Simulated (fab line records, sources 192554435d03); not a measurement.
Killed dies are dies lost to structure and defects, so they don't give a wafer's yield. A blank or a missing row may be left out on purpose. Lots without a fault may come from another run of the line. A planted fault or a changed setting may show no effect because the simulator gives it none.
Which tool did it? | flow n5_finfet | 23 lots, 69 wafers sampled, at 6 steps of a route of 1938

WHAT THE GAUGES READ, wafer by wafer
The record holds no reading of a measuring or inspecting step that can be judged against a usual standard deviation.

WHICH TOOL RAN EACH LOT (tool, then ch and the chambers of the sampled wafers, then the start)
lot  | N5_PMOS_HMC_CHANNEL_EPI_ETCH_38 | N5_PMOS_HMC_CHANNEL_EPI_EPI_26 | N5_FIN_SAQP_ETCH_51               | N5_FIN_SAQP_SPACER1_ALD_24       | N5_FIN_SAQP_ETCH_67               | N5_FIN_SAQP_MANDREL2_REMOVE_60
L074 | rie_si-02 ch 1,2, day 1 17:47   | epi_rpcvd-01 ch 0, day 1 19:43 | rie_diel-03 ch 0,1,2, day 1 23:24 | ald_sin-02 ch 2,3, day 2 01:11   | rie_diel-01 ch 0,2,3, day 2 03:14 | rie_si-04 ch 0,1, day 2 04:22
L075 | rie_si-03 ch 0,1,3, day 1 23:37 | epi_rpcvd-02 ch 0, day 2 02:00 | rie_diel-04 ch 1,2, day 2 03:59   | ald_sin-02 ch 2,3, day 2 05:32   | rie_diel-03 ch 0,3, day 2 07:17   | rie_si-05 ch 0,3, day 2 08:26
L076 | rie_si-06 ch 0,3, day 2 07:10   | epi_rpcvd-01 ch 0, day 2 09:06 | rie_diel-01 ch 0,1,3, day 2 11:08 | ald_sin-01 ch 0,1,3, day 2 12:28 | rie_diel-01 ch 0,1,3, day 2 14:10 | rie_si-04 ch 1,2,3, day 2 15:28
L077 | rie_si-03 ch 1,3, day 2 12:07   | epi_rpcvd-02 ch 0, day 2 14:02 | rie_diel-04 ch 0,2, day 2 16:47   | ald_sin-03 ch 0,2,3, day 2 18:20 | rie_diel-04 ch 0,2,3, day 2 20:08 | rie_si-04 ch 0,1,3, day 2 20:57
L078 | rie_si-06 ch 0,1,3, day 2 18:28 | epi_rpcvd-02 ch 0, day 2 20:32 | rie_diel-01 ch 1,2,3, day 2 22:37 | ald_sin-01 ch 0,1,2, day 3 00:02 | rie_diel-04 ch 1,2,3, day 3 01:44 | rie_si-04 ch 1,2,3, day 3 03:07
L079 | rie_si-02 ch 0,2,3, day 3 00:49 | epi_rpcvd-02 ch 0, day 3 02:45 | rie_diel-03 ch 0,2, day 3 05:08   | ald_sin-01 ch 0,2,3, day 3 07:20 | rie_diel-04 ch 0,1,2, day 3 09:09 | rie_si-01 ch 2,3, day 3 10:02
L080 | rie_si-06 ch 0,2,3, day 3 05:30 | epi_rpcvd-03 ch 0, day 3 07:27 | rie_diel-01 ch 2,3, day 3 10:14   | ald_sin-02 ch 1,2,3, day 3 11:33 | rie_diel-03 ch 1,2,3, day 3 13:15 | rie_si-05 ch 0,3, day 3 14:26
L081 | rie_si-02 ch 0,1,3, day 3 12:44 | epi_rpcvd-01 ch 0, day 3 14:41 | rie_diel-04 ch 0,1,2, day 3 16:55 | ald_sin-02 ch 1,2,3, day 3 18:35 | rie_diel-04 ch 0,2,3, day 3 20:35 | rie_si-05 ch 0,2,3, day 3 22:13
L082 | rie_si-03 ch 0,1,2, day 3 18:07 | epi_rpcvd-02 ch 0, day 3 20:18 | rie_diel-03 ch 0,3, day 3 22:56   | ald_sin-02 ch 1,2,3, day 4 01:24 | rie_diel-04 ch 0,2,3, day 4 03:25 | rie_si-05 ch 1,3, day 4 04:14
L083 | rie_si-02 ch 1,2,3, day 4 00:43 | epi_rpcvd-02 ch 0, day 4 02:49 | rie_diel-01 ch 0,1, day 4 04:59   | ald_sin-02 ch 1,3, day 4 07:07   | rie_diel-04 ch 1,3, day 4 08:49   | rie_si-04 ch 0,2,3, day 4 11:09
L084 | rie_si-02 ch 1,2,3, day 4 06:01 | epi_rpcvd-01 ch 0, day 4 07:58 | rie_diel-01 ch 1,2, day 4 10:27   | ald_sin-02 ch 0,2,3, day 4 12:41 | rie_diel-04 ch 0,2, day 4 14:36   | rie_si-04 ch 0,1,3, day 4 19:47
L085 | rie_si-03 ch 1,2,3, day 4 11:29 | epi_rpcvd-02 ch 0, day 4 13:56 | rie_diel-04 ch 0,2,3, day 4 20:31 | ald_sin-02 ch 0,2,3, day 5 00:08 | rie_diel-01 ch 2,3, day 5 01:49   | rie_si-04 ch 0,2,3, day 5 03:43
L086 | rie_si-02 ch 0,1,3, day 4 18:02 | epi_rpcvd-01 ch 0, day 4 20:22 | rie_diel-01 ch 0,2,3, day 4 22:46 | ald_sin-03 ch 0,1,2, day 5 01:08 | rie_diel-04 ch 1,3, day 5 02:53   | rie_si-05 ch 0,1, day 5 04:11
L087 | rie_si-06 ch 1,3, day 5 00:34   | epi_rpcvd-02 ch 0, day 5 02:34 | rie_diel-01 ch 2,3, day 5 05:08   | ald_sin-02 ch 0,3, day 5 06:24   | rie_diel-01 ch 2,3, day 5 08:21   | rie_si-05 ch 0,3, day 5 09:03
L088 | rie_si-03 ch 0,1,2, day 5 06:13 | epi_rpcvd-02 ch 0, day 5 08:10 | rie_diel-03 ch 2,3, day 5 10:31   | ald_sin-01 ch 1,2,3, day 5 11:35 | rie_diel-03 ch 0,1, day 5 13:59   | rie_si-04 ch 0,2,3, day 5 14:44
L089 | rie_si-02 ch 1,3, day 5 11:56   | epi_rpcvd-01 ch 0, day 5 13:55 | rie_diel-01 ch 1,2, day 5 15:48   | ald_sin-03 ch 1,2,3, day 5 17:12 | rie_diel-04 ch 0,1, day 5 18:54   | rie_si-04 ch 0,1,3, day 5 19:55
L090 | rie_si-02 ch 0,3, day 5 19:06   | epi_rpcvd-01 ch 0, day 5 21:33 | rie_diel-04 ch 1,3, day 6 00:02   | ald_sin-01 ch 0,1,2, day 6 01:50 | rie_diel-01 ch 0,2, day 6 03:32   | rie_si-01 ch 0,1,3, day 6 04:13
L092 | rie_si-02 ch 1,2,3, day 6 06:02 | epi_rpcvd-02 ch 0, day 6 08:09 | rie_diel-03 ch 0,2,3, day 6 10:46 | ald_sin-03 ch 1,3, day 6 11:56   | rie_diel-03 ch 0,1,3, day 6 13:49 | rie_si-05 ch 1,2,3, day 6 14:30
L093 | rie_si-02 ch 0,2,3, day 6 12:16 | epi_rpcvd-03 ch 0, day 6 14:14 | rie_diel-04 ch 0,3, day 6 16:36   | ald_sin-03 ch 1,2, day 6 17:40   | rie_diel-01 ch 0,3, day 6 19:35   | rie_si-05 ch 0,1,3, day 6 20:19
L094 | rie_si-03 ch 0,1,3, day 6 17:43 | epi_rpcvd-02 ch 0, day 6 19:39 | rie_diel-04 ch 1,3, day 6 21:31   | ald_sin-02 ch 0,2, day 6 22:35   | rie_diel-04 ch 0,1,3, day 7 00:17 | rie_si-05 ch 0,2, day 7 01:04
L095 | rie_si-06 ch 2,3, day 6 23:46   | epi_rpcvd-02 ch 0, day 7 01:44 | rie_diel-03 ch 0,1,3, day 7 03:34 | ald_sin-01 ch 0,1, day 7 04:44   | rie_diel-03 ch 1,2,3, day 7 06:26 | rie_si-05 ch 0,1,2, day 7 07:05
L096 | rie_si-02 ch 0,2,3, day 7 09:05 | epi_rpcvd-02 ch 0, day 7 11:08 | rie_diel-04 ch 2, day 7 15:58     | ald_sin-03 ch 0,3, day 7 17:09   | rie_diel-01 ch 0,1,2, day 7 18:55 | rie_si-04 ch 0,2,3, day 7 20:05
L097 | rie_si-02 ch 0,1,2, day 7 12:05 | epi_rpcvd-01 ch 0, day 7 14:04 | rie_diel-01 ch 1,2, day 7 16:08   | ald_sin-03 ch 0,1,2, day 7 18:04 | rie_diel-01 ch 0,1, day 7 19:48   | rie_si-05 ch 0,1,3, day 7 20:28
- N5_PMOS_HMC_CHANNEL_EPI_ETCH_38: etches SiO2 in CF4, target depth 1.5 nm.
- N5_PMOS_HMC_CHANNEL_EPI_EPI_26: deposits Si from SiH4/H2, target thk 3.8 nm, time 22.7 s.
- N5_FIN_SAQP_ETCH_51: etches SiARC in CF4, target depth 45.5 nm, time 75.8 s.
- N5_FIN_SAQP_SPACER1_ALD_24: deposits SiO2, target thk 20.3 nm, pulse time 1 s, purge time 2 s.
- N5_FIN_SAQP_ETCH_67: etches SiNx in CH3F/O2, target depth 30 nm.
- N5_FIN_SAQP_MANDREL2_REMOVE_60: chemistry HBr/Cl2/O2, target a-Si, stops on SiNx, bt time 10 s.

WHAT THE TOOLS THEMSELVES READ (means of the sampled wafers that have a number; where no wafer has one, the mark that the record gives instead)
N5_PMOS_HMC_CHANNEL_EPI_ETCH_38. Usual: drypump_motor_current_A 5.6 A, standard deviation 0.38; oes_product_au 1.004 a.u., standard deviation 0.015; throttle_valve_pct 21.78 %, standard deviation 0.21.
lot  | tool      | drypump_motor_current_A (A) | oes_product_au (a.u.) | throttle_valve_pct (%) | flag
L074 | rie_si-02 | 6.1                         | 1.019                 | 21.75                  |
L075 | rie_si-03 | 5.3                         | 1.013                 | 21.75                  |
L076 | rie_si-06 | 6.0                         | 0.992                 | 21.92                  |
L077 | rie_si-03 | 5.4                         | 1.006                 | 21.58                  |
L078 | rie_si-06 | 5.8                         | 0.986                 | 21.92                  |
L079 | rie_si-02 | 5.8                         | 1.013                 | 21.88                  |
L080 | rie_si-06 | 5.8                         | 0.988                 | 21.75                  |
L081 | rie_si-02 | 5.6                         | 1.009                 | 21.83                  |
L082 | rie_si-03 | 5.2                         | 0.996                 | 21.72                  |
L083 | rie_si-02 | 5.8                         | 1.007                 | 21.87                  |
L084 | rie_si-02 | 5.7                         | 1.017                 | 21.87                  |
L085 | rie_si-03 | 5.3                         | 1.002                 | 21.55                  |
L086 | rie_si-02 | 5.6                         | 1.013                 | 21.84                  |
L087 | rie_si-06 | 6.1                         | 0.982                 | 21.92                  |
L088 | rie_si-03 | 5.2                         | 1.000                 | 21.71                  |
L089 | rie_si-02 | 5.4                         | 0.997                 | 21.97                  |
L090 | rie_si-02 | 5.4                         | 1.006                 | 21.98                  |
L092 | rie_si-02 | 5.8                         | 1.003                 | 21.87                  |
L093 | rie_si-02 | 5.8                         | 1.014                 | 21.88                  |
L094 | rie_si-03 | 5.3                         | 1.014                 | 21.75                  |
L095 | rie_si-06 | 6.1                         | 0.991                 | 21.75                  |
L096 | rie_si-02 | 5.8                         | 1.016                 | 21.88                  |
L097 | rie_si-02 | 5.8                         | 1.013                 | 21.73                  |

N5_PMOS_HMC_CHANNEL_EPI_EPI_26. Usual: susceptor_temp_C_max 651.9, standard deviation 1; throttle_valve_pct 11.12 %, standard deviation 0.13.
lot  | tool         | susceptor_temp_C_max | throttle_valve_pct (%) | flag
L074 | epi_rpcvd-01 | 650.6                | 11.13                  |
L075 | epi_rpcvd-02 | 653.1                | 11.04                  |
L076 | epi_rpcvd-01 | 651.1                | 11.09                  |
L077 | epi_rpcvd-02 | 652.2                | 11.07                  |
L078 | epi_rpcvd-02 | 653.1                | 11.11                  |
L079 | epi_rpcvd-02 | 652.8                | 11.12                  |
L080 | epi_rpcvd-03 | 650.7                | 11.18                  |
L081 | epi_rpcvd-01 | 651.0                | 11.17                  |
L082 | epi_rpcvd-02 | 653.5                | 11.18                  |
L083 | epi_rpcvd-02 | 652.5                | 11.11                  |
L084 | epi_rpcvd-01 | 650.8                | 11.11                  |
L085 | epi_rpcvd-02 | 652.4                | 11.15                  |
L086 | epi_rpcvd-01 | 650.7                | 11.20                  |
L087 | epi_rpcvd-02 | 652.8                | 11.19                  |
L088 | epi_rpcvd-02 | 652.7                | 11.19                  |
L089 | epi_rpcvd-01 | 650.5                | 11.15                  |
L090 | epi_rpcvd-01 | 650.8                | 11.07                  |
L092 | epi_rpcvd-02 | 652.3                | 11.16                  |
L093 | epi_rpcvd-03 | 651.3                | 11.01                  |
L094 | epi_rpcvd-02 | 652.8                | 11.12                  |
L095 | epi_rpcvd-02 | 652.3                | 11.09                  |
L096 | epi_rpcvd-02 | 652.9                | 11.08                  |
L097 | epi_rpcvd-01 | 650.7                | 11.16                  |

N5_FIN_SAQP_ETCH_51. Usual: drypump_motor_current_A 5.9 A, standard deviation 0.5; etch_rf_on_time_s 77.2 s, standard deviation 1.8; oes_product_au 0.65 a.u., standard deviation 0.072; rf_vpp_V 183.7 V, standard deviation 1.2; showerhead_plenum_p_Torr 2.12 Torr, standard deviation 0.066; throttle_valve_pct 15.66 %, standard deviation 0.26.
lot  | tool        | drypump_motor_current_A (A) | etch_rf_on_time_s (s) | oes_product_au (a.u.) | rf_vpp_V (V) | showerhead_plenum_p_Torr (Torr) | throttle_valve_pct (%) | flag
L074 | rie_diel-03 | 5.4                         | 77.2                  | 0.64                  | 183.5        | 2.11                            | 15.43                  |
L075 | rie_diel-04 | 6.1                         | 80.1                  | 0.61                  | 184.2        | 2.16                            | 15.64                  |
L076 | rie_diel-01 | 6.1                         | 77.2                  | 0.60                  | 183.9        | 2.15                            | 15.80                  |
L077 | rie_diel-04 | 5.7                         | 75.8                  | 0.65                  | 183.2        | 2.10                            | 15.83                  |
L078 | rie_diel-01 | 6.1                         | 76.6                  | 0.62                  | 183.5        | 2.10                            | 15.82                  |
L079 | rie_diel-03 | 5.4                         | 76.9                  | 0.67                  | 182.9        | 2.07                            | 15.32                  |
L080 | rie_diel-01 | 6.2                         | 77.7                  | 0.62                  | 183.7        | 2.10                            | 15.68                  |
L081 | rie_diel-04 | 6.0                         | 78.9                  | 0.63                  | 183.2        | 2.14                            | 15.77                  |
L082 | rie_diel-03 | 5.9                         | 77.0                  | 0.62                  | 183.6        | 2.11                            | 15.57                  |
L083 | rie_diel-01 | 6.0                         | 76.8                  | 0.59                  | 184.7        | 2.14                            | 15.98                  |
L084 | rie_diel-01 | 6.3                         | 76.7                  | 0.64                  | 183.2        | 2.08                            | 15.96                  |
L085 | rie_diel-04 | 5.6                         | 78.1                  | 0.63                  | 183.3        | 2.08                            | 15.76                  |
L086 | rie_diel-01 | 6.3                         | 75.1                  | 0.72                  | 184.6        | 2.14                            | 15.63                  |
L087 | rie_diel-01 | 6.1                         | 74.9                  | 0.79                  | 184.6        | 2.10                            | 15.38                  |
L088 | rie_diel-03 | 5.7                         | 77.2                  | 0.66                  | 182.7        | 2.12                            | 15.36                  |
L089 | rie_diel-01 | 6.1                         | 75.1                  | 0.77                  | 182.8        | 2.09                            | 15.66                  |
L090 | rie_diel-04 | 5.6                         | 79.7                  | 0.59                  | 183.7        | 2.08                            | 15.54                  |
L092 | rie_diel-03 | 5.8                         | 77.6                  | 0.63                  | 182.8        | 2.11                            | 15.49                  |
L093 | rie_diel-04 | 5.7                         | 77.1                  | 0.64                  | 184.5        | 2.11                            | 15.79                  |
L094 | rie_diel-04 | 5.6                         | 78.5                  | 0.59                  | 182.5        | 2.08                            | 15.55                  |
L095 | rie_diel-03 | 5.8                         | 77.8                  | 0.59                  | 184.3        | 2.15                            | 15.63                  |
L096 | rie_diel-04 | 5.6                         | 77.1                  | 0.62                  | 182.7        | 2.06                            | 15.87                  |
L097 | rie_diel-01 | 6.0                         | 75.2                  | 0.73                  | 183.2        | 2.08                            | 15.71                  |

N5_FIN_SAQP_SPACER1_ALD_24. Usual: heater_power_w 494 W, standard deviation 47; precursor_pulse_height_rel 0.997, standard deviation 0.02.
lot  | tool       | heater_power_w (W) | precursor_pulse_height_rel | flag
L074 | ald_sin-02 | 481                | 1.002                      |
L075 | ald_sin-02 | 479                | 1.004                      |
L076 | ald_sin-01 | 557                | 1.008                      |
L077 | ald_sin-03 | 501                | 0.987                      |
L078 | ald_sin-01 | 521                | 0.989                      |
L079 | ald_sin-01 | 537                | 0.991                      |
L080 | ald_sin-02 | 477                | 0.990                      |
L081 | ald_sin-02 | 469                | 1.012                      |
L082 | ald_sin-02 | 473                | 1.010                      |
L083 | ald_sin-02 | 474                | 1.012                      |
L084 | ald_sin-02 | 462                | 1.009                      |
L085 | ald_sin-02 | 468                | 0.990                      |
L086 | ald_sin-03 | 498                | 0.991                      |
L087 | ald_sin-02 | 460                | 1.013                      |
L088 | ald_sin-01 | 487                | 1.008                      |
L089 | ald_sin-03 | 484                | 0.985                      |
L090 | ald_sin-01 | 532                | 1.003                      |
L092 | ald_sin-03 | 484                | 1.005                      |
L093 | ald_sin-03 | 481                | 0.989                      |
L094 | ald_sin-02 | 456                | 1.013                      |
L095 | ald_sin-01 | 588                | 1.000                      |
L096 | ald_sin-03 | 540                | 0.997                      |
L097 | ald_sin-03 | 500                | 0.996                      |

N5_FIN_SAQP_ETCH_67. Usual: drypump_motor_current_A 5.9 A, standard deviation 0.49; oes_f_703_au 0.76 a.u., standard deviation 0.084; oes_product_au 0.77 a.u., standard deviation 0.088; rf_vpp_V 300 V, standard deviation 5; showerhead_plenum_p_Torr 1.98 Torr, standard deviation 0.067; throttle_valve_pct 16.40 %, standard deviation 0.23.
lot  | tool        | drypump_motor_current_A (A) | oes_f_703_au (a.u.) | oes_product_au (a.u.) | rf_vpp_V (V) | showerhead_plenum_p_Torr (Torr) | throttle_valve_pct (%) | flag
L074 | rie_diel-01 | 6.3                         | 0.76                | 0.76                  | 296          | 2.00                            | 16.49                  |
L075 | rie_diel-03 | 6.0                         | 0.73                | 0.72                  | 298          | 1.97                            | 16.28                  |
L076 | rie_diel-01 | 6.1                         | 0.71                | 0.71                  | 297          | 2.01                            | 16.55                  |
L077 | rie_diel-04 | 5.6                         | 0.75                | 0.77                  | 303          | 1.95                            | 16.46                  |
L078 | rie_diel-04 | 5.7                         | 0.70                | 0.73                  | 307          | 1.97                            | 16.38                  |
L079 | rie_diel-04 | 6.0                         | 0.73                | 0.75                  | 303          | 2.00                            | 16.53                  |
L080 | rie_diel-03 | 5.7                         | 0.76                | 0.75                  | 299          | 2.03                            | 16.22                  |
L081 | rie_diel-04 | 5.6                         | 0.74                | 0.75                  | 304          | 1.95                            | 16.48                  |
L082 | rie_diel-04 | 5.6                         | 0.75                | 0.75                  | 303          | 1.95                            | 16.48                  |
L083 | rie_diel-04 | 5.6                         | 0.70                | 0.70                  | 306          | 1.96                            | 16.30                  |
L084 | rie_diel-04 | 5.7                         | 0.74                | 0.76                  | 303          | 1.95                            | 16.60                  |
L085 | rie_diel-01 | 6.1                         | 0.92                | 0.93                  | 297          | 1.95                            | 16.13                  |
L086 | rie_diel-04 | 5.6                         | 0.69                | 0.70                  | 307          | 1.95                            | 16.31                  |
L087 | rie_diel-01 | 6.1                         | 0.91                | 0.92                  | 297          | 1.95                            | 16.13                  |
L088 | rie_diel-03 | 5.3                         | 0.70                | 0.70                  | 299          | 2.01                            | 16.39                  |
L089 | rie_diel-04 | 6.1                         | 0.75                | 0.74                  | 299          | 2.03                            | 16.61                  |
L090 | rie_diel-01 | 6.4                         | 0.75                | 0.74                  | 293          | 2.03                            | 16.64                  |
L092 | rie_diel-03 | 5.8                         | 0.70                | 0.70                  | 297          | 2.01                            | 16.37                  |
L093 | rie_diel-01 | 6.2                         | 0.80                | 0.80                  | 293          | 2.04                            | 16.41                  |
L094 | rie_diel-04 | 5.9                         | 0.71                | 0.71                  | 303          | 1.99                            | 16.49                  |
L095 | rie_diel-03 | 5.7                         | 0.73                | 0.73                  | 299          | 2.02                            | 16.27                  |
L096 | rie_diel-01 | 6.2                         | 0.80                | 0.79                  | 297          | 1.98                            | 16.53                  |
L097 | rie_diel-01 | 6.2                         | 0.78                | 0.78                  | 295          | 2.04                            | 16.53                  |

N5_FIN_SAQP_MANDREL2_REMOVE_60. Usual: drypump_motor_current_A 5.7 A, standard deviation 0.43; oes_product_au 1.005 a.u., standard deviation 0.02; throttle_valve_pct 36.7 %, standard deviation 0.37.
lot  | tool      | drypump_motor_current_A (A) | oes_product_au (a.u.) | throttle_valve_pct (%) | flag
L074 | rie_si-04 | 5.7                         | 0.977                 | 36.6                   |
L075 | rie_si-05 | 5.4                         | 1.023                 | 36.4                   |
L076 | rie_si-04 | 5.7                         | 0.989                 | 36.8                   |
L077 | rie_si-04 | 5.7                         | 0.999                 | 36.8                   |
L078 | rie_si-04 | 5.7                         | 1.000                 | 36.8                   |
L079 | rie_si-01 | 5.5                         | 0.996                 | 36.6                   |
L080 | rie_si-05 | 5.4                         | 1.014                 | 36.4                   |
L081 | rie_si-05 | 5.9                         | 1.012                 | 36.6                   |
L082 | rie_si-05 | 5.8                         | 1.013                 | 36.7                   |
L083 | rie_si-04 | 5.7                         | 1.018                 | 36.7                   |
L084 | rie_si-04 | 5.7                         | 0.992                 | 36.8                   |
L085 | rie_si-04 | 5.7                         | 1.012                 | 36.7                   |
L086 | rie_si-05 | 5.2                         | 1.027                 | 36.8                   |
L087 | rie_si-05 | 5.4                         | 1.018                 | 36.4                   |
L088 | rie_si-04 | 5.7                         | 1.009                 | 36.7                   |
L089 | rie_si-04 | 5.7                         | 0.992                 | 36.8                   |
L090 | rie_si-01 | 6.0                         | 0.996                 | 36.7                   |
L092 | rie_si-05 | 6.0                         | 1.018                 | 36.8                   |
L093 | rie_si-05 | 5.5                         | 1.022                 | 36.6                   |
L094 | rie_si-05 | 6.0                         | 1.004                 | 36.8                   |
L095 | rie_si-05 | 5.6                         | 1.015                 | 36.8                   |
L096 | rie_si-04 | 5.7                         | 1.013                 | 36.7                   |
L097 | rie_si-05 | 5.5                         | 1.023                 | 36.6                   |

THE ANSWER, worked out from the rows above alone
Rule: a lot is off if the mean of its wafers that have a number lies more than 3 standard deviations from the usual mean. A lot without any number at a reading at which 4 lots or more have one is off too. The other lots that the step has rows for count as sound. The gauges are gone through in route order, then the tools' own readings, and for those a lot's mean is taken as printed above. The first step at which some lot is off is used, and at that step the reading that is off furthest; a lot without a number counts as furthest.
No lot is off at any reading shown: from this, nothing can be told.

WHAT THE SIMULATOR HAD PUT IN
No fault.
